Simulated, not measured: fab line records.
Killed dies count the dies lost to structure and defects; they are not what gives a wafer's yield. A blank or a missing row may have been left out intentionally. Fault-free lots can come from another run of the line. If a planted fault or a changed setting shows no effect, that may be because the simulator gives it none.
fab line records	flow nand-harc
record: lots: 5	wafers: 15	last-day: 33
route steps=1302 shown THIN_TSV@1256 END@1302
lots that met no fault: from a run of the same line without faults
start-h: hours from the record's opening day to when the first of the lot's shown wafers began	wait-h: hours since the lot's step before	" unchanged from the row above	L1.1+2: several wafers, shown together as one row	- no value, or no start given	* or withheld: withheld	< > ~ a bound
route shown NAME@n: names a module that has steps shown in the file, with the first one's number in the route	usual: the fault-free wafers' mean and standard deviation	same: alike in all rows	chamber/n: place in a boat	sites: readings site by site	_std_site: standard deviation of those values	_edge_site: the outer-site mean with the inner-site mean subtracted	radius-mm: how far each site lies from the wafer's centre	mask NAME#n: copy n	behind: the last tool/chamber to shape the wafer	hold: reason for holding the lot/hours on hold/outcome of the hold	device: transistor that didn't switch, given as n, p or np	end of line: tests run on the same wafers once the route is complete	a step given without rows: its recipe and nothing more	killed: dies that structure and defects cost at the first sort, which is not the same as the wafer's yield	map: dies across one wafer; x = killed, . = not, _ = none there
set.NAME: the setting as run; set.NAME@STEP: as run at that earlier step	model.NAME: the simulator's own value behind a step, which no gauge read
lots at some steps of the route; a table a step, a row a wafer
services: when a tool's chamber went out of use (start-h, in hours from the record's first day, below 0 if earlier), for how many hours, and the reason
== steps ==
step: NHARC_THIN_TSV_EXPOSE_09
recipe: na: 0.55	dose-mj: 30.7	mask-id: TSV
step: NHARC_THIN_TSV_PEB_10
recipe: peb-temp-c: 118	peb-time-s: 85
step: NHARC_THIN_TSV_DEVELOP_11
recipe: time-s: 70
step: NHARC_THIN_TSV_CD_MEAS_12
recipe: target-cd-nm: 1000	landing-energy-ev: 500
usual: cd-nm: 999.7/1.3
lot.wafer	tool	chamber	start-h	wait-h	cd-nm
L761.2	cd-sem-03	0	573.87	-	998.0
L761.4	"	0	"	"	997.1
L761.5	"	0	"	"	999.4
L764.1	cd-sem-01	0	606.57	-	998.6
L764.5	"	0	"	"	998.9
L764.6	"	0	"	"	998.8
L769.3	cd-sem-01	0	732.52	-	1000.7
L769.4	"	0	"	"	999.3
L769.6	"	0	"	"	1000.1
L777.1	cd-sem-03	0	741.01	-	996.9
L777.4	"	0	"	"	999.7
L777.5	"	0	"	"	998.6
L776.3	cd-sem-02	0	742.33	-	1000.6
L776.4	"	0	"	"	1000.7
L776.5	"	0	"	"	1000.0
step: NHARC_THIN_TSV_HARDBAKE_13
recipe: temp-c: 125	time-s: 80
step: NHARC_THIN_TSV_DESCUM_14
recipe: time-s: 3	o2-flow-sccm: 200	ar-flow-sccm: 0	bias-power-w: 0	chemistry: O2
usual: drypump-motor-current-A: 5.6/0.44	oes-product-au: 0.998/0.0067	rf-vpp-V: 58.0/0.81	showerhead-plenum-p-Torr: 1.95/0.068	throttle-valve-pct: 11.311/0.0087
lot.wafer	tool	chamber	start-h	wait-h	drypump-motor-current-A	oes-product-au	rf-hours-counter-h	rf-vpp-V	showerhead-plenum-p-Torr	throttle-valve-pct
L761.4	rie-diel-09	2	574.03	-	5.3	0.989	5.3	57.5	1.87	11.306
L761.2	"	0	"	"	5.4	1.002	5.3	57.9	1.96	11.315
L761.5	"	2	"	"	5.3	0.999	-	57.5	1.87	11.299
L764.1	rie-diel-09	0	606.75	-	5.5	0.992	8.1	58.2	1.96	11.309
L764.6	"	1	"	"	5.1	1.004	-	57.4	1.87	11.311
L764.5	"	2	"	"	5.2	0.999	-	58.9	1.87	11.320
L769.4	rie-diel-08	1	732.68	-	5.2	1.007	1.4	58.4	2.04	11.319
L769.3	"	3	"	"	6.5	0.995	2.3	56.9	1.82	11.301
L769.6	"	2	"	"	5.9	1.002	-	57.9	2.00	11.329
L777.4	rie-diel-09	1	741.18	-	5.1	0.994	4.0	57.7	1.87	11.304
L777.1	"	2	"	"	5.3	0.991	4.1	56.8	1.87	11.318
L777.5	"	3	"	"	5.7	0.996	-	58.3	1.97	11.315
L776.4	rie-diel-06	0	742.48	-	5.8	1.004	6.2	58.2	1.91	11.301
L776.3	"	1	"	"	5.4	1.009	5.6	59.1	1.98	11.302
L776.5	"	1	"	"	5.4	1.008	-	58.4	1.98	11.308
step: NHARC_THIN_TSV_ETCH_44
recipe: target-depth-a: 15942	time-s: 797.1	cf4-flow-sccm: 150	o2-flow-sccm: 10	ar-flow-sccm: 0	rf-w: 300	bias-w: 800	chemistry: CF4/O2
usual: drypump-motor-current-A: 5.6/0.48	oes-product-au: 0.999/0.007	rf-vpp-V: 796/3.8	showerhead-plenum-p-Torr: 1.86/0.062	throttle-valve-pct: 16.914/0.0094
lot.wafer	tool	chamber	start-h	wait-h	drypump-motor-current-A	oes-product-au	rf-hours-counter-h	rf-vpp-V	showerhead-plenum-p-Torr	throttle-valve-pct
L761.4	rie-diel-09	0	574.11	0.1	5.4	1.004	5.4	797	1.87	16.909
L761.2	"	2	"	"	5.2	1.000	5.4	792	1.79	16.921
L761.5	"	1	"	"	5.1	1.010	-	793	1.80	16.933
L764.1	rie-diel-09	2	606.87	0.1	5.3	1.002	7.7	793	1.79	16.906
L764.5	"	1	"	"	5.1	1.004	-	793	1.80	16.900
L764.6	"	2	"	"	5.2	0.989	-	791	1.79	16.922
L769.3	rie-diel-08	2	732.87	0.2	5.9	0.999	1.8	799	1.91	16.906
L769.4	"	3	"	"	6.4	0.995	2.4	789	1.75	16.904
L769.6	"	1	"	"	5.2	0.995	-	803	1.95	16.923
L777.1	rie-diel-09	1	741.31	0.1	5.1	0.999	4.1	792	1.79	16.908
L777.4	"	2	"	"	5.3	0.988	4.2	792	1.79	16.896
L777.5	"	0	"	"	5.4	1.003	-	796	1.87	16.903
L776.4	rie-diel-06	3	742.63	0.1	5.6	1.000	7.0	796	1.86	16.926
L776.3	"	1	"	"	5.4	0.995	5.7	798	1.89	16.927
L776.5	"	3	"	"	5.6	0.987	-	797	1.86	16.912
step: NHARC_THIN_TSV_ETCH_15
recipe: target-depth-a: 30000	bosch-target-overetch-cycles: 2	bosch-etch-step-s: 2.8	bosch-dep-step-s: 1.2	bosch-cycles: 14
usual: drypump-motor-current-A: 5.7/0.61
lot.wafer	tool	chamber	start-h	wait-h	drypump-motor-current-A	rf-hours-counter-h
L761.2	rie-si-02	3	574.69	-	5.0	0.66
L761.4	"	0	"	"	5.6	-
L761.5	"	2	"	"	6.5	-
L764.1	rie-si-06	3	607.41	-	5.7	0.08
L764.5	"	1	"	"	4.7	-
L764.6	"	2	"	"	6.0	-
L769.3	rie-si-06	3	733.36	-	5.7	0.90
L769.4	"	1	"	"	4.7	-
L769.6	"	3	"	"	5.7	-
L777.1	rie-si-02	0	741.85	-	5.6	0.72
L777.4	"	1	"	"	6.0	0.65
L777.5	"	3	"	"	5.0	-
L776.3	rie-si-06	1	743.16	-	4.6	1.19
L776.5	"	3	"	"	5.7	-
L776.4	"	2	"	"	6.0	-
step: NHARC_THIN_TSV_CD_MEAS_16
usual: cd-nm: 999.8/1.4
lot.wafer	tool	chamber	start-h	wait-h	cd-nm
L761.2	cd-sem-01	-	574.86	0.2	997.8
L761.4	"	-	"	"	997.4
L761.5	"	-	"	"	999.4
L764.1	cd-sem-03	-	607.52	0.1	998.7
L764.5	"	-	"	"	999.2
L764.6	"	-	"	"	998.6
L769.3	cd-sem-02	-	733.50	0.1	1001.5
L769.4	"	-	"	"	1000.2
L769.6	"	-	"	"	1000.7
L777.1	cd-sem-01	-	741.97	0.1	996.2
L777.4	"	-	"	"	999.7
L777.5	"	-	"	"	997.6
L776.3	cd-sem-02	-	743.32	0.1	1001.5
L776.4	"	-	"	"	1001.3
L776.5	"	-	"	"	1000.6
step: NHARC_THIN_TSV_STRIP_45
recipe: power-w: 1500	temp-c: 250	chemistry: O2
step: NHARC_THIN_TSV_STRIP_46
recipe: time-s: 1200	temp-c: 72.5	chemistry: post-etch-residue-remover
step: NHARC_THIN_TSV_DEP_47
recipe: target-thk-a: 2000	temp-c: withheld	pressure-torr: 6.5	rf-w: 900	teos-flow-sccm: 161.4	flow-sccm: 2650	target-thk-nm: 200	gas: O2	material: SiO2
usual: throttle-valve-pct: 15.9/0.54
lot.wafer	tool	chamber	start-h	wait-h	throttle-valve-pct
L761.2	pecvd-04	2	575.81	-	16.3
L761.4	"	1	"	"	15.9
L761.5	"	2	"	"	16.2
L764.1	pecvd-01	1	609.02	-	16.3
L764.6	"	2	"	"	16.3
L764.5	"	1	"	"	16.4
L769.3	pecvd-02	0	734.47	-	15.7
L769.4	"	2	"	"	16.5
L769.6	"	0	"	"	15.9
L777.1	pecvd-02	1	742.88	-	15.4
L777.5	"	0	"	"	15.7
L777.4	"	1	"	"	15.6
L776.3	pecvd-02	1	744.23	-	15.3
L776.4	"	0	"	"	15.9
L776.5	"	1	"	"	15.4
step: NHARC_THIN_TSV_ETCHBACK_48
recipe: target-depth-a: 10285	over-etch-frac: 0.3	time-s: 405.17	ion-energy-ev: 250	c4f8-flow-sccm: withheld	ar-flow-sccm: withheld	rf-w: 600	bias-w: 300	chemistry: C4F8/Ar
usual: oes-product-au: 0.95/0.031	over-etch-frac: 0.3/0	rf-vpp-V: 547.9/2.6
lot.wafer	tool	chamber	start-h	wait-h	oes-product-au	over-etch-frac	rf-hours-counter-h	rf-vpp-V
L761.4	rie-diel-09	1	576.16	-	0.97	0.3	5.8	545.2
L761.2	"	2	"	"	0.95	0.3	5.6	543.1
L761.5	"	1	"	"	0.96	0.3	-	546.8
L764.1	rie-diel-09	2	609.44	-	0.93	0.3	8.1	545.5
L764.5	"	3	"	"	0.92	0.3	-	548.6
L764.6	"	0	"	"	0.92	0.3	-	548.4
L769.4	rie-diel-09	2	734.78	-	0.93	0.26894	3.5	547.1
L769.3	"	3	"	"	0.94	0.26894	2.9	548.7
L769.6	"	2	"	"	0.92	0.3	-	545.4
L777.4	rie-diel-06	3	743.28	-	0.91	0.3	7.4	547.4
L777.1	"	0	"	"	0.93	0.3	6.5	546.7
L777.5	"	3	"	"	0.93	0.3	-	548.9
L776.4	rie-diel-06	1	744.62	-	0.93	0.3	6.0	549.1
L776.3	"	2	"	"	0.93	0.3	7.3	551.5
L776.5	"	0	"	"	0.93	0.3	-	546.9
step: NHARC_THIN_TSV_STRIP_62
recipe: power-w: 1500	temp-c: 250	time-s: 20	chemistry: N2/H2
usual: drypump-motor-current-A: 5.9/0.38	heater-power-w: 307/17
lot.wafer	tool	chamber	start-h	wait-h	drypump-motor-current-A	heater-power-w	rf-hours-counter-h
L761.2	plasma-asher-01	0	576.48	-	5.4	288	16
L761.4	"	1	"	"	6.1	321	-
L761.5	"	0	"	"	5.4	290	-
L764.1	plasma-asher-01	1	609.69	-	6.1	324	24
L764.5	"	1	"	"	6.1	311	-
L764.6	"	0	"	"	5.4	282	-
L769.4	plasma-asher-01	0	735.18	-	5.4	292	-
L769.3	"	1	"	"	6.1	329	-
L769.6	"	0	"	"	5.3	292	-
L777.1	plasma-asher-02	0	743.62	-	6.3	319	29
L777.4	"	0	"	"	6.2	309	-
L777.5	"	0	"	"	6.3	307	-
L776.3	plasma-asher-02	1	745.06	-	6.2	300	-
L776.4	"	0	"	"	6.3	306	-
L776.5	"	1	"	"	6.2	302	-
step: NHARC_END_SORT_01
recipe: temp-c: 25
usual: defect-limited-yield: 92.3/2.2	killed-at-array: 47/14	killed-at-other: 0.5/0.72	killed-at-periphery: 4/3.1	killed-dies: 52/15	killed-open: 3.2/1.9	killed-short: 2.4/1.7	sort_bin_2_pct: 2.7/1.1	sort_bin_3_pct: 0.6/0.34	sort_bin_4_pct: 4.4/1.3	sort-n-pass: 625/15	sort-rim-yield-pct: 90/4.3	sort-yield-pct: 92.3/2.2
same: gross-dies: 677	sort_bin_5_pct[%]: 0	sort_bin_6_pct[%]: 0	sort_bin_7_pct[%]: 0	sort_bin_8_pct[%]: 0	sort-rim-n-gross: 106.00
lot.wafer	tool	chamber	start-h	wait-h	defect-limited-yield[%]	killed-at-array	killed-at-other	killed-at-periphery	killed-dies	killed-open	killed-short	sort_bin_2_pct[%]	sort_bin_3_pct[%]	sort_bin_4_pct[%]	sort-n-pass	sort-rim-yield-pct[%]	sort-yield-pct[%]
L761.2	prober-01	0	592.99	2.8	95.4	29	0	2	31	5	1	1.5	0.1	3.0	646	93	95.4
L761.4	prober-01	0	594.58	3.4	97.6	13	1	2	16	2	3	0.7	0.4	1.2	661	96	97.6
L761.5	prober-01	0	595.38	3.7	95.1	33	0	0	33	5	2	1.2	0.4	3.2	644	94	95.1
L777.1	prober-02	0	784.42	2.5	92.3	48	1	3	52	2	2	2.4	0.9	4.4	625	87	92.3
L777.4	prober-02	0	786.79	3.4	93.1	43	1	3	47	4	0	3.0	0.4	3.5	630	92	93.1
L777.5	prober-02	0	787.58	3.7	91.9	48	2	5	55	4	3	2.7	0.6	4.9	622	89	91.9
L776.3	prober-01	0	791.49	3.1	95.6	29	1	0	30	0	2	2.2	0.3	1.9	647	88	95.6
L776.4	prober-01	0	792.29	3.4	91.9	51	1	3	55	5	5	2.7	0.7	4.7	622	93	91.9
L776.5	prober-01	0	793.09	3.7	94.7	34	0	2	36	4	0	1.9	0.4	3.0	641	86	94.7
killed by level:class
L761.2 A_CHANNEL_HOLE_D1:chamber-film-flake=5 A_CHANNEL_FILL_D2:chamber-film-flake=5 A_CHANNEL_HOLE_D2:chamber-film-flake=4 A_BONDPAD:chamber-film-flake=3 A_CONTACT:chamber-film-flake=3 A_CHANNEL_FILL_D1:geometric-particle:open=2 A_M0:geometric-particle:open=2 A_WL_FILL:chamber-film-flake=2
L761.4 A_CHANNEL_HOLE_D2:chamber-film-flake=2 A_CONTACT:chamber-film-flake=2 A_BONDPAD:chamber-film-flake=2 P_M1:geometric-particle:open=1 A_ONON_D2:geometric-particle:short=1 A_M0:geometric-particle:open=1 A_M0:geometric-particle:short=1 STARTING-WAFER:geometric-particle:short=1
L761.5 A_CHANNEL_HOLE_D2:chamber-film-flake=9 A_CHANNEL_FILL_D2:geometric-particle:open=4 A_SLIT:chamber-film-flake=4 A_CHANNEL_HOLE_D1:chamber-film-flake=3 A_WL_FILL:chamber-film-flake=3 A_CONTACT:chamber-film-flake=3 A_STAIRCASE:chamber-film-flake=2 A_CHANNEL_FILL_D1:geometric-particle:short=1
L777.1 A_CHANNEL_HOLE_D2:chamber-film-flake=24 A_SLIT:chamber-film-flake=8 A_CHANNEL_HOLE_D1:chamber-film-flake=7 A_CONTACT:chamber-film-flake=3 A_STAIRCASE:chamber-film-flake=2 P_STI:geometric-particle:short=1 A_DECK1_JOINT:geometric-particle:short=1 A_STAIRCASE:geometric-particle:open=1
L777.4 A_CHANNEL_HOLE_D2:chamber-film-flake=17 A_CHANNEL_HOLE_D1:chamber-film-flake=9 A_SLIT:chamber-film-flake=7 A_STAIRCASE:chamber-film-flake=3 A_CONTACT:chamber-film-flake=2 A_DECK1_JOINT:geometric-particle:open=1 A_CHANNEL_HOLE_D2:geometric-particle:open=1 A_SGD_CUT:geometric-particle:open=1
L777.5 A_CHANNEL_HOLE_D2:chamber-film-flake=29 A_CHANNEL_HOLE_D1:chamber-film-flake=6 A_SLIT:chamber-film-flake=4 A_CONTACT:chamber-film-flake=3 THIN_TSV:chamber-film-flake=2 P_STI:geometric-particle:open=1 P_GATE:geometric-particle:short=1 A_DECK1_JOINT:geometric-particle:open=1
L776.3 A_CHANNEL_HOLE_D2:chamber-film-flake=8 A_CONTACT:chamber-film-flake=7 A_CHANNEL_HOLE_D1:chamber-film-flake=6 A_SLIT:chamber-film-flake=4 A_STAIRCASE:chamber-film-flake=2 A_M0:geometric-particle:short=1 STARTING-WAFER:geometric-particle:short=1 A_CHANNEL_FILL_D1:chamber-film-flake=1
L776.4 A_CHANNEL_HOLE_D2:chamber-film-flake=19 A_CHANNEL_HOLE_D1:chamber-film-flake=8 A_SLIT:chamber-film-flake=7 A_STAIRCASE:chamber-film-flake=4 P_STI:chamber-film-flake=3 A_CONTACT:chamber-film-flake=3 A_SOURCE_PLATE:geometric-particle:short=1 A_ONON_D1:geometric-particle:open=1
L776.5 A_CHANNEL_HOLE_D2:chamber-film-flake=10 A_SLIT:chamber-film-flake=7 A_CHANNEL_HOLE_D1:chamber-film-flake=5 A_CONTACT:chamber-film-flake=4 A_STAIRCASE:chamber-film-flake=3 P_GATE:chamber-film-flake=2 A_CHANNEL_HOLE_D1:geometric-particle:open=1 A_CHANNEL_FILL_D1:geometric-particle:open=1
== services ==
tool	chamber	start-h	hours	kind
rie-si-02	2	550.26	10.7	repair
rie-si-02	1	553.70	25.8	repair
pecvd-01	-	562.04	0.7	repair
pecvd-02	-	565.00	13.0	pm
pecvd-01	-	574.93	0.9	repair
plasma-asher-02	-	579.00	9.0	pm
rie-si-06	-	579.00	9.0	pm
pecvd-01	-	585.66	0.3	repair
rie-diel-06	0	585.90	14.8	repair
rie-diel-06	2	585.93	2.6	repair
rie-diel-06	3	588.93	5.8	repair
plasma-asher-02	-	595.33	0.4	repair
rie-si-02	-	597.59	0.8	repair
plasma-asher-02	-	605.27	6.7	repair
rie-si-02	-	607.00	9.0	pm
rie-diel-08	-	636.21	1.3	repair
rie-diel-06	-	637.23	9.0	pm
pecvd-02	2	642.06	18.4	repair
rie-diel-09	-	650.15	9.0	pm
rie-diel-09	3	671.76	6.7	repair
plasma-asher-01	-	672.75	9.0	pm
rie-diel-06	2	685.64	4.8	repair
rie-diel-06	1	696.47	6.1	repair
rie-diel-08	-	697.80	9.0	pm
== key ==
first-sign: step: NHARC_THIN_TSV_ETCHBACK_48	reading: over-etch-frac	direction: down	sigmas: 99+	usual: 0.3	struck: 0.26894
effect none on later readings
met-at NHARC_THIN_TSV_ETCHBACK_48
struck-wafers L769.3,L769.4
onset-between 609.44 734.78
fault: kind: process-parameter-drift	tool: rie-diel-09	chamber: -	onset-h: 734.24	steps: NHARC_THIN_TSV_ETCHBACK_48	channel: over-etch-frac	offset: -0.031057	shape: step	end-h: 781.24	scope: struck-wafers-only	acts-in: these-recipes-only	stated: 0.3
